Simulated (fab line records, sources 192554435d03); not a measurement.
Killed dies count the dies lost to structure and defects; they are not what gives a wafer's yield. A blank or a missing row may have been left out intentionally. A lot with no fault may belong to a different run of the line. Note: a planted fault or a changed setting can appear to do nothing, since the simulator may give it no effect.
2 desks looking at one fault :: flow n5Finfet :: each desk has only its own numbers; what lay behind them comes last

THE METROLOGY DESK
What the gauges read for every lot (on any tool): the sampled wafers with a number, averaged. A lot is out of limits, marked OUT, if its mean lies more than 4 standard deviations from the usual mean; the brackets give that distance. Of its 10 readings 7 are shown: those that lie furthest out on some lot.
Columns: A = DIBL_P at N5_BEOL_M4_RC_MEAS_101, usual 37.0 mV/V; B = IOFF_P at N5_BEOL_M4_RC_MEAS_101, usual 0.22 nA/um; C = ION_N at N5_BEOL_M4_RC_MEAS_101, usual 673 uA/um; D = ION_P at N5_BEOL_M4_RC_MEAS_101, usual 462 uA/um; E = SS_N at N5_BEOL_M4_RC_MEAS_101, usual 71.7 mV/dec; F = VT_N at N5_BEOL_M4_RC_MEAS_101, usual 250 mV; G = VT_P at N5_BEOL_M4_RC_MEAS_101, usual -250 mV
lot: L651
first seen here: day 8 20:34
A: 38.5
B: 0.24
C: 671
D: 459
E: 71.8
F: 248
G: -250

lot: L657
first seen here: day 10 08:27
A: 36.5
B: 0.21
C: 672
D: 466
E: 71.7
F: 250
G: -248

lot: L656
first seen here: day 10 17:13
A: 38.0
B: 0.23
C: 675
D: 461
E: 72.3
F: 247
G: -251

lot: L659
first seen here: day 10 21:43
A: 36.3
B: 0.26
C: 674
D: 474
E: 71.7
F: 247
G: -243

lot: L665
first seen here: day 12 05:52
A: 40.0
B: 0.28
C: 691
D: 480
E: 71.8
F: 244
G: -245

lot: L666
first seen here: day 12 08:33
A: 36.0
B: 0.19
C: 667
D: 464
E: 70.7
F: 250
G: -250

lot: L670
first seen here: day 13 12:33
A: 33.7
B: 0.18
C: 675
D: 460
E: 71.0
F: 252
G: -251

lot: L672
first seen here: day 14 18:44
A: 37.9
B: 0.23
C: 677
D: 465
E: 71.9
F: 249
G: -252

lot: L673
first seen here: day 15 19:44
A: 35.8
B: 0.19
C: 674
D: 458
E: 71.8
F: 250
G: -253
This desk's verdict: no lot among the 9 shows anything out of limits.

TOOL OWNER'S DESK, rieSi-01
The tool's own readings at N5_BEOL_M0_SAQP_MANDREL_ETCH_103 (etches a-Si in HBr/Cl2, stops on SiCN, target depth 45 nm, bt time 10 s, time 27 s): means of the sampled wafers that have a number, for each lot that ran on this tool. A lot is out of limits, marked OUT, if its mean lies more than 4 standard deviations from the usual mean; the brackets give that distance.
Columns: A = drypumpMotorCurrentA at N5_BEOL_M0_SAQP_MANDREL_ETCH_103, usual 5.7 A; B = oesProductAu at N5_BEOL_M0_SAQP_MANDREL_ETCH_103, usual 0.679 a.u.; C = throttleValvePct at N5_BEOL_M0_SAQP_MANDREL_ETCH_103, usual 35.27 %
lot: L656
first seen here: day 7 04:44
A: 5.9
B: 0.662
C: 35.24

lot: L657
first seen here: day 7 08:23
A: 5.8
B: 0.671
C: 35.24

lot: L659
first seen here: day 7 22:28
A: 5.8
B: 0.666
C: 35.26

lot: L670
first seen here: day 10 09:00
A: 5.7
B: 0.677
C: 35.30

lot: L672
first seen here: day 11 06:37
A: 5.8
B: 0.676
C: 35.03
This desk's verdict: no lot among the 5 shows anything out of limits.

BROUGHT TOGETHER
The metrology desk saw nothing out of limits.
The desk of the tool owner found nothing out of limits.

WHAT THE SIMULATOR PUT IN
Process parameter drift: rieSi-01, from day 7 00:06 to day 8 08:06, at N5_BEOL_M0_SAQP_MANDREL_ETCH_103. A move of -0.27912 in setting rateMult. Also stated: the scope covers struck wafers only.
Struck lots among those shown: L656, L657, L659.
